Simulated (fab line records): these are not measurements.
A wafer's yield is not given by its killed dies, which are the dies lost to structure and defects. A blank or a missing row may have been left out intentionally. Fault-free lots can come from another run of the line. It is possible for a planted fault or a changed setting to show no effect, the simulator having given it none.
fab line records	flow n5Finfet
record: lots: 5	wafers: 13	lastDay: 17
route steps=1938 shown BEOL_M3@965 BEOL_M4@1111 PASSIVATION@1936
lots that met no fault: from a run of the same line without faults
startH: start of the lot's first displayed wafer, in hours after the record's first day	waitH: hours elapsed since this lot's preceding step	" same as the row above	L1.1+2: one row covering several wafers at once	- value missing, or start not given	* or withheld: withheld	< > ~ a bound
route shown NAME@n: names a module that has steps shown in the file, with the first one's number in the route	usual: the fault-free wafers' mean and standard deviation	same: alike in all rows	chamber/n: place in a boat	sites: per-site readings	_std_site: their standard deviation	_edge_site: mean of outer sites minus mean of inner sites	radiusMm: how far each site lies from the wafer's centre	mask NAME#n: copy n	behind: the tool/chamber that last shaped the wafer	hold: the reason the lot was held/the length of the hold in hours/how it ended	device: the n, p or np transistor that did not switch	end of line: the route-end tests of the same wafers	where a step has no rows: the recipe by itself	killed: at the first sort, the dies lost to defects and structure; wafer yield is something else	map: the dies of a wafer, with x for killed, . for not killed, _ for no die there
set.NAME: the run value of the setting; set.NAME@STEP: its run value at that earlier step	model.NAME: the simulator's own value behind a step, which no gauge read
certain route steps with their lots: each step a table, each wafer a row
services: a tool's chamber out of use, with start hour (startH, from the record's first day; less than 0 if before it), hours out, and reason
== steps ==
step: N5_BEOL_M3_DEVELOP_27
recipe: developTimeS: 30	developer: TMAH	resist: CAR-EUV	rinseLiquid: surfactantRinse	dry: airSpin	devTempC: 23
step: N5_BEOL_M3_CD_MEAS_28
recipe: targetCdNm: 25.7	landingEnergyEv: 500	detector: seInlens	targetCdYNm: 23.3	polarity: opening
usual: cdNm: 25.64/0.23
lot.wafer	tool	chamber	startH	waitH	cdNm
L456.1	cdSem-03	0	177.58	-	25.95
L456.2	"	0	"	"	25.46
L456.6	"	0	"	"	25.42
L464.1	cdSem-02	0	194.88	-	25.49
L464.3	"	0	"	"	25.76
L464.6	"	0	"	"	25.56
L466.1	cdSem-03	0	207.97	-	25.82
L466.2	"	0	"	"	25.88
L471.2	cdSem-03	0	254.33	-	25.83
L471.4	"	0	"	"	25.85
L471.6	"	0	"	"	25.74
L476.3	cdSem-01	0	275.98	-	25.28
L476.6	"	0	"	"	25.15
step: N5_BEOL_M3_OVL_MEAS_29
recipe: pointsPerWafer: 522
usual: V2_OVL: -0.1/0.68
lot.wafer	tool	chamber	startH	waitH	V2_OVL[nm]
L456.1	overlay-02	0	177.61	0.0	-0.8
L456.2	"	0	"	"	0.2
L456.6	"	0	"	"	-0.5
L464.1	overlay-01	0	194.91	0.0	-0.8
L464.3	"	0	"	"	-1.4
L464.6	"	0	"	"	-0.3
L466.1	overlay-02	0	208.00	0.0	0.8
L466.2	"	0	"	"	0.5
L471.2	overlay-02	0	254.36	0.0	-0.3
L471.4	"	0	"	"	-0.6
L471.6	"	0	"	"	-0.2
L476.3	overlay-01	0	276.02	0.0	0.3
L476.6	"	0	"	"	0.3
step: N5_BEOL_M3_INSPECT_30
recipe: mode: adi	inspectInstrument: brightfield
usual: rawDefectCount: 428/100
lot.wafer	tool	chamber	startH	waitH	rawDefectCount
L456.1	defectInspect-01	-	177.66	0.1	419
L456.2	"	-	"	"	334
L456.6	"	-	"	"	392
L464.1	defectInspect-02	-	194.97	0.1	504
L464.3	"	-	"	"	426
L464.6	"	-	"	"	394
L466.1	defectInspect-02	-	208.06	0.1	467
L466.2	"	-	"	"	779
L471.2	defectInspect-01	-	254.42	0.0	655
L471.4	"	-	"	"	395
L471.6	"	-	"	"	505
L476.3	defectInspect-01	-	276.07	0.0	550
L476.6	"	-	"	"	472
step: N5_BEOL_M3_DESCUM_33
recipe: chemistry: O2	timeS: 7	sourcePowerW: 50	biasPowerW: 20	pressureMtorr: 20	rfFrequencyHz: 2.712e+07	tempC: 40	resist: CAR-EUV	o2FlowSccm: 225
usual: biasPowerW: 20.01/0.059	drypumpMotorCurrentA: 5.7/0.33	o2FlowSccm: 225.1/0.67	oesProductAu: 0.77/0.1	rfVppV: 243.3/1.4	showerheadPlenumPTorr: 2.10/0.069	throttleValvePct: 20.41/0.25
lot.wafer	tool	chamber	startH	waitH	biasPowerW	drypumpMotorCurrentA	o2FlowSccm	oesProductAu	rfHoursCounterH	rfVppV	showerheadPlenumPTorr	throttleValvePct
L456.1	rieDiel-04	2	177.70	0.0	20.01	5.8	225.5	0.68	246	244.4	2.05	20.26
L456.2	"	1	"	"	19.98	5.9	224.8	0.74	171	243.7	2.15	20.23
L456.6	"	1	"	"	19.98	5.9	225.5	0.74	-	243.9	2.15	20.24
L464.1	rieDiel-02	2	195.00	0.0	20.03	5.7	225.7	0.66	248	243.9	2.14	20.45
L464.3	"	1	"	"	19.92	5.9	225.3	0.67	242	244.6	2.16	20.53
L464.6	"	0	"	"	20.04	5.3	224.7	0.72	-	240.7	2.00	20.49
L466.1	rieDiel-05	0	208.13	0.1	19.95	5.3	224.8	0.72	181	242.8	2.06	20.22
L466.2	"	3	"	"	20.06	6.3	224.5	0.92	11	246.8	2.22	20.41
L471.2	rieDiel-05	3	254.45	0.0	20.02	6.3	224.4	0.91	18	244.5	2.22	20.41
L471.4	"	2	"	"	19.95	5.8	225.0	0.72	173	243.8	2.07	20.20
L471.6	"	0	"	"	19.86	5.3	225.3	0.71	-	242.4	2.06	20.23
L476.3	rieDiel-02	1	276.10	0.0	19.86	5.8	225.6	0.96	6	244.2	2.16	20.06
L476.6	"	0	"	"	19.93	5.3	225.4	0.70	-	242.2	1.99	20.53
step: N5_BEOL_M3_ETCH_77
recipe: chemistry: N2/H2	target: underlayer	targetDepthA: 65	maskMaterial: CAR-EUV	timeS: 5.2	ionEnergyEv: 200	pressureMtorr: 30	sourceW: 840	biasW: 150	n2FlowSccm: 200	h2FlowSccm: 200	ends: cleared
usual: drypumpMotorCurrentA: 5.7/0.33	etchRfOnTimeS: 5.27/0.14	oesProductAu: 0.66/0.087	rfVppV: 524.3/2.7	showerheadPlenumPTorr: 2.56/0.092	throttleValvePct: 17.87/0.21
lot.wafer	tool	chamber	startH	waitH	drypumpMotorCurrentA	etchRfOnTimeS	oesProductAu	rfHoursCounterH	rfVppV	showerheadPlenumPTorr	throttleValvePct
L456.1	rieDiel-04	2	177.74	0.0	5.7	5.31	0.58	246	522.8	2.52	17.95
L456.2	"	1	"	"	5.9	5.31	0.62	171	522.9	2.66	17.90
L456.6	"	1	"	"	5.9	5.26	0.60	-	528.1	2.66	17.92
L464.1	rieDiel-02	2	195.04	0.0	5.7	5.16	0.58	248	523.7	2.62	18.09
L464.3	"	1	"	"	5.9	5.41	0.56	242	524.1	2.62	17.91
L464.6	"	0	"	"	5.3	5.55	0.60	-	520.3	2.43	17.95
L466.1	rieDiel-05	0	208.17	0.0	5.3	5.27	0.62	181	523.2	2.52	17.71
L466.2	"	3	"	"	6.3	5.26	0.79	11	528.0	2.72	17.92
L471.2	rieDiel-05	3	254.49	0.0	6.3	5.27	0.78	18	528.8	2.72	17.94
L471.4	"	2	"	"	5.9	5.19	0.63	173	523.1	2.52	17.60
L471.6	"	0	"	"	5.3	5.31	0.61	-	523.9	2.51	17.71
L476.3	rieDiel-02	1	276.13	0.0	5.8	5.32	0.78	6	523.9	2.62	17.44
L476.6	"	0	"	"	5.3	5.40	0.60	-	519.0	2.42	17.99
step: N5_BEOL_M3_ETCH_69
recipe: chemistry: CF4	target: SiARC	targetDepthA: 156	maskMaterial: CAR-EUV	timeS: 26	ionEnergyEv: 80	pressureMtorr: 40	sourceW: 545	biasW: 36	Ar_flow_sccm: 100	cf4FlowSccm: 100	ends: cleared
step: N5_BEOL_M3_ALD_98
recipe: material: SiO2	targetThkA: 25	tempC: 100	aldPrecursorFamily: BDEAS	aldCoReactant: O2-plasma	pulseTimeS: 1	coReactantPulseTimeS: 1	purgeTimeS: 2	coReactantPurgeTimeS: 2	aldCycles: 17	pressureTorr: 2
usual: heaterPowerW: 78/8.4	precursorPulseHeightRel: 0.999/0.019
lot.wafer	tool	chamber	startH	waitH	heaterPowerW	precursorPulseHeightRel
L456.1	aldSin-03	2	179.06	1.3	87	0.991
L456.2	"	0	"	"	72	1.010
L456.6	"	0	"	"	74	1.025
L464.1	aldSin-03	1	195.13	0.1	57	0.992
L464.3	"	0	"	"	72	0.974
L464.6	"	1	"	"	59	1.001
L466.1	aldSin-01	2	208.62	0.4	79	0.978
L466.2	"	1	"	"	80	1.017
L471.2	aldSin-02	0	254.58	0.1	70	1.000
L471.4	"	2	"	"	79	1.014
L471.6	"	1	"	"	83	1.044
L476.3	aldSin-02	1	276.99	0.8	83	1.019
L476.6	"	2	"	"	80	0.984
step: N5_BEOL_M3_ETCHBACK_99
recipe: chemistry: CHF3	target: SiO2	targetDepthA: 50	timeS: 10.4	sourceW: 215	biasW: 47	Ar_flow_sccm: 200	CHF3_flow_sccm: 12	ionEnergyEv: 100	pressureMtorr: 30
usual: drypumpMotorCurrentA: 5.6/0.34	oes_ar_750_au: 0.77/0.093	oes_f_703_au: 0.77/0.094	oesProductAu: 0.77/0.096	rfVppV: 242.5/2.9	showerheadPlenumPTorr: 2.16/0.076	throttleValvePct: 17.07/0.19
lot.wafer	tool	chamber	startH	waitH	drypumpMotorCurrentA	oes_ar_750_au	oes_f_703_au	oesProductAu	rfHoursCounterH	rfVppV	showerheadPlenumPTorr	throttleValvePct
L456.1	rieDiel-04	0	179.60	0.5	5.7	0.71	0.69	0.70	186	244.2	2.14	17.45
L456.2	"	3	"	"	5.5	0.70	0.71	0.71	220	244.1	2.03	17.35
L456.6	"	2	"	"	5.8	0.69	0.69	0.67	-	239.9	2.13	17.17
L464.1	rieDiel-05	3	195.39	0.2	6.3	0.93	0.92	0.94	10	248.1	2.29	17.04
L464.3	"	1	"	"	5.1	0.85	0.86	0.85	46	241.1	2.19	16.81
L464.6	"	2	"	"	5.9	0.75	0.76	0.73	-	237.8	2.14	16.92
L466.1	rieDiel-05	0	232.16	23.5	5.3	0.71	0.71	0.72	184	244.8	2.14	17.08
L466.2	"	2	"	"	5.9	0.74	0.76	0.73	168	237.2	2.14	16.91
L471.2	rieDiel-04	3	260.73	6.1	5.5	0.70	0.70	0.70	239	243.9	2.02	17.38
L471.4	"	1	"	"	5.9	0.70	0.68	0.71	192	243.1	2.23	17.07
L471.6	"	1	"	"	5.9	0.70	0.69	0.71	-	245.2	2.23	17.06
L476.3	rieDiel-02	2	288.82	11.8	5.7	0.92	0.92	0.92	18	242.1	2.21	16.75
L476.6	"	3	"	"	5.5	0.89	0.89	0.91	-	240.9	2.10	17.06
step: N5_BEOL_M3_ETCH_70
recipe: chemistry: N2/H2	target: SOC	targetDepthA: 800	overetchA: 160	maskMaterial: SiARC	tempC: 40	timeS: 120	ionEnergyEv: 200	pressureMtorr: 30	sourceW: 840	biasW: 150	n2FlowSccm: 200	h2FlowSccm: 200
usual: drypumpMotorCurrentA: 5.6/0.34	oesProductAu: 0.59/0.069	rfVppV: 524.0/2.5	showerheadPlenumPTorr: 2.55/0.089	throttleValvePct: 17.81/0.19
lot.wafer	tool	chamber	startH	waitH	drypumpMotorCurrentA	oesProductAu	rfHoursCounterH	rfVppV	showerheadPlenumPTorr	throttleValvePct
L456.1	rieDiel-04	0	179.64	0.0	5.7	0.56	186	524.9	2.51	18.05
L456.2	"	3	"	"	5.5	0.54	220	519.3	2.41	18.16
L456.6	"	2	"	"	5.8	0.53	-	522.2	2.52	17.89
L464.1	rieDiel-05	3	195.43	0.0	6.3	0.73	10	529.2	2.72	17.89
L464.3	"	1	"	"	5.1	0.65	46	526.6	2.58	17.59
L464.6	"	2	"	"	5.9	0.56	-	522.5	2.53	17.53
L466.1	rieDiel-05	0	232.19	0.0	5.3	0.55	184	522.3	2.51	17.66
L466.2	"	2	"	"	5.8	0.56	168	523.6	2.52	17.55
L471.2	rieDiel-04	3	260.77	0.0	5.5	0.53	239	519.4	2.40	18.18
L471.4	"	1	"	"	5.9	0.54	192	526.5	2.65	17.89
L471.6	"	1	"	"	6.0	0.54	-	526.4	2.65	17.90
L476.3	rieDiel-02	2	288.86	0.0	5.7	0.70	18	525.8	2.61	17.61
L476.6	"	3	"	"	5.5	0.69	-	523.1	2.48	17.83
step: N5_BEOL_M3_STRIP_71
recipe: chemistry: N2/H2	tempC: 40	n2FlowSccm: 200	h2FlowSccm: 200	rfFrequencyHz: 6e+07
step: N5_BEOL_M3_STRIP_78
recipe: chemistry: N2/H2	tempC: 40	n2FlowSccm: 200	h2FlowSccm: 200	rfFrequencyHz: 6e+07
step: N5_BEOL_M3_VIA_ETCH_34
recipe: chemistry: C4F6/O2	targetDepthA: 694	maskMaterial: SOC	pressureMtorr: 15	ionEnergyEv: 250	taperDeg: 4	timeS: 65.9	sourceW: 350	biasW: 170	Ar_flow_sccm: 300	C4F6_flow_sccm: 10	O2_flow_sccm: 10
usual: drypumpMotorCurrentA: 5.6/0.34	oes_ar_750_au: 0.77/0.093	oes_f_703_au: 0.76/0.094	oes_o_777_au: 0.76/0.092	oesProductAu: 0.77/0.097	rfVppV: 670/7.5	showerheadPlenumPTorr: 2.85/0.096	throttleValvePct: 30.70/0.22
lot.wafer	tool	chamber	startH	waitH	drypumpMotorCurrentA	oes_ar_750_au	oes_f_703_au	oes_o_777_au	oesProductAu	rfHoursCounterH	rfVppV	showerheadPlenumPTorr	throttleValvePct	model.etch.depthNm	model.SOC_of_BEOL_M3_COAT_67.thkNm
L456.1	rieDiel-04	0	179.74	0.0	5.7	0.71	0.69	0.69	0.70	186	677	2.83	31.25	65.99	52.2
L456.2	"	3	"	"	5.5	0.70	0.71	0.71	0.71	220	674	2.68	30.74	69.83	51.8
L456.6	"	2	"	"	5.7	0.68	0.68	0.67	0.67	-	661	2.82	30.63	67.45	52.2
L464.1	rieDiel-05	3	195.53	0.0	6.3	0.93	0.92	0.91	0.94	10	682	3.02	30.82	68.88	52.2
L464.3	"	1	"	"	5.1	0.85	0.85	0.85	0.85	46	666	2.89	30.54	69.53	51.8
L464.6	"	2	"	"	5.9	0.75	0.76	0.76	0.72	-	656	2.83	30.51	68.75	52.2
L466.1	rieDiel-05	0	232.29	0.0	5.3	0.72	0.70	0.69	0.62	184	675	2.83	30.52	53.05	53.8
L466.2	"	2	"	"	5.9	0.74	0.76	0.74	0.73	168	654	2.83	30.54	68.66	52
L471.2	rieDiel-04	3	260.87	0.0	5.5	0.70	0.70	0.71	0.70	239	674	2.67	30.77	69.46	51.6
L471.4	"	1	"	"	5.9	0.70	0.68	0.68	0.71	192	674	2.94	30.76	69.01	52
L471.6	"	1	"	"	5.9	0.70	0.67	0.67	0.71	-	674	2.94	30.75	68.61	52
L476.3	rieDiel-02	2	288.96	0.0	5.7	0.92	0.92	0.91	0.92	18	672	2.91	30.57	69.35	52.2
L476.6	"	3	"	"	5.4	0.89	0.87	0.88	0.92	-	667	2.78	30.97	71.34	52
step: N5_BEOL_M3_STRIP_83
recipe: chemistry: C4F6/O2	resist: SiARC	rfFrequencyHz: 6e+07
step: N5_BEOL_M4_RC_MEAS_101
usual: DIBL_N: 35.6/1.7	DIBL_P: 35.0/2	IOFF_N: 0.148/0.027	IOFF_P: 0.19/0.032	ION_N: 671/14	ION_P: 460/9.1	SS_N: 71.3/0.62	SS_P: 73.0/0.64	VT_N: 251/3.2	VT_P: -251.5/2.9
lot.wafer	tool	chamber	startH	waitH	DIBL_N[mV/V]	DIBL_P[mV/V]	IOFF_N[nA/um]	IOFF_P[nA/um]	ION_N[uA/um]	ION_P[uA/um]	SS_N[mV/dec]	SS_P[mV/dec]	VT_N[mV]	VT_P[mV]
L456.1	prober-02	0	199.78	0.0	35.3	35.6	0.144	0.17	665	456	70.9	73.0	252	-251.6
L456.2	"	0	"	"	35.4	36.0	0.151	0.18	679	456	70.8	73.7	250	-251.5
L456.6	"	0	"	"	32.9	33.6	0.115	0.15	676	458	70.5	73.3	255	-253.2
L464.1	prober-02	0	217.39	0.0	35.7	34.8	0.150	0.21	679	469	71.5	72.9	251	-249.0
L464.3	"	0	"	"	37.2	37.8	0.198	0.27	692	481	71.6	74.5	245	-244.9
L464.6	"	0	"	"	34.9	34.9	0.145	0.21	679	471	71.1	73.0	252	-246.8
L466.1	prober-01	0	248.93	0.4	35.0	36.1	0.157	0.24	679	473	72.1	73.1	250	-247.0
L466.2	"	0	"	"	34.4	36.7	0.149	0.25	679	471	71.1	74.1	249	-246.7
L471.2	prober-01	0	280.30	0.2	33.1	30.9	0.110	0.16	655	448	70.5	72.6	255	-255.2
L471.4	"	0	"	"	37.2	35.9	0.177	0.23	674	458	72.4	73.5	250	-248.7
L471.6	"	0	"	"	35.7	34.2	0.147	0.20	670	459	71.4	73.9	252	-252.3
L476.3	prober-02	0	305.54	0.3	37.1	35.2	0.139	0.20	672	466	71.4	72.7	254	-249.0
L476.6	"	0	"	"	36.0	34.7	0.131	0.19	667	458	71.0	73.1	252	-251.6
step: N5_PASSIVATION_PROBE_49
usual: defectLimitedYield: 91.2/1.6	killed_at_M0_to_M3: 35/11	killed_at_M4_up: 14/5.4	killedAtContacts: 13/6	killedAtFrontEnd: 38/11	killedAtOther: 3.4/2.6	killedDies: 104/19	killedOpen: 68/13	killedShort: 34/8.5	sort_bin_5_function: 5.1/1	sort_bin_6_memory: 3.3/0.72	sortNPass: 1075/22	sortYieldPct: 91.1/1.9
same: grossDies: 1180	killedAtBackSide: 0	sort_bin_4_leakage[%]: 0	sort_bin_8_speed[%]: 0
lot.wafer	tool	chamber	startH	waitH	defectLimitedYield[%]	killed_at_M0_to_M3	killed_at_M4_up	killedAtContacts	killedAtFrontEnd	killedAtOther	killedDies	killedOpen	killedShort	sort_bin_5_function[%]	sort_bin_6_memory[%]	sortNPass	sortYieldPct[%]
L466.1	prober-02	-	355.87	0.0	90.8	33	20	16	36	3	108	74	33	5.5	3.3	1072	90.8
L466.2	prober-02	-	355.92	0.1	91.9	31	11	11	39	4	96	72	23	4.2	3.6	1084	91.9
killed by level:class
L466.1 MOL_CONTACT_COAG:geometricParticle:open=10 BEOL_M4:geometricParticle:open=10 STI_FIN_REVEAL:geometricParticle:open=9 FIN_SAQP:geometricParticle:open=7 BEOL_M0_SAQP:geometricParticle:short=7 FIN_SAQP:geometricParticle:short=6 MOL_CONTACT_COAG:geometricParticle:short=6 BEOL_M1:geometricParticle:open=6
L466.2 BEOL_M0_SAQP:geometricParticle:open=11 MOL_CONTACT_COAG:geometricParticle:open=9 DUMMY_GATE:geometricParticle:open=8 FIN_SAQP:geometricParticle:open=5 STI_FIN_REVEAL:geometricParticle:open=5 STARTING-WAFER:geometricParticle:short=5 GATE_CUT:geometricParticle:short=4 GATE_CUT:geometricParticle:open=4
== services ==
tool	chamber	startH	hours	kind
rieDiel-02	3	158.29	9.1	repair
aldSin-03	2	182.84	6.7	repair
rieDiel-02	3	186.90	-	clean
rieDiel-02	3	186.90	-	consumableReplace:focusRing
rieDiel-02	3	186.90	19.3	scheduledDown
rieDiel-02	3	186.90	19.3	ventCycle
rieDiel-02	1	189.70	2.6	repair
rieDiel-04	2	193.49	-	clean
rieDiel-04	2	193.49	-	consumableReplace:focusRing
rieDiel-04	2	193.49	13.0	scheduledDown
rieDiel-04	2	193.49	13.0	ventCycle
rieDiel-02	2	206.43	-	clean
rieDiel-02	2	206.43	-	consumableReplace:focusRing
rieDiel-04	0	207.73	1.7	repair
aldSin-02	3	223.43	9.2	repair
rieDiel-04	2	240.24	10.5	repair
aldSin-03	-	255.99	6.0	pm
rieDiel-02	-	257.01	2.8	pm
rieDiel-02	3	261.30	17.6	repair
aldSin-01	0	261.75	12.5	repair
aldSin-02	-	261.90	1.5	repair
aldSin-03	0	266.15	11.9	repair
aldSin-03	1	267.02	2.7	repair
aldSin-03	-	268.78	14.0	pm
== key ==
firstSign none at tools or gauges
modelEffect: step: N5_BEOL_M3_VIA_ETCH_34	value: etch.depthNm	without: 68.82	struck: 53.05
metAt N5_BEOL_M3_VIA_ETCH_34
struckWafers L466.1
fault: kind: processParameterDrift	tool: rieDiel-05	chamber: 0	onsetH: 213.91	steps: N5_BEOL_M3_VIA_ETCH_34	channel: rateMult	offset: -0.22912	shape: step
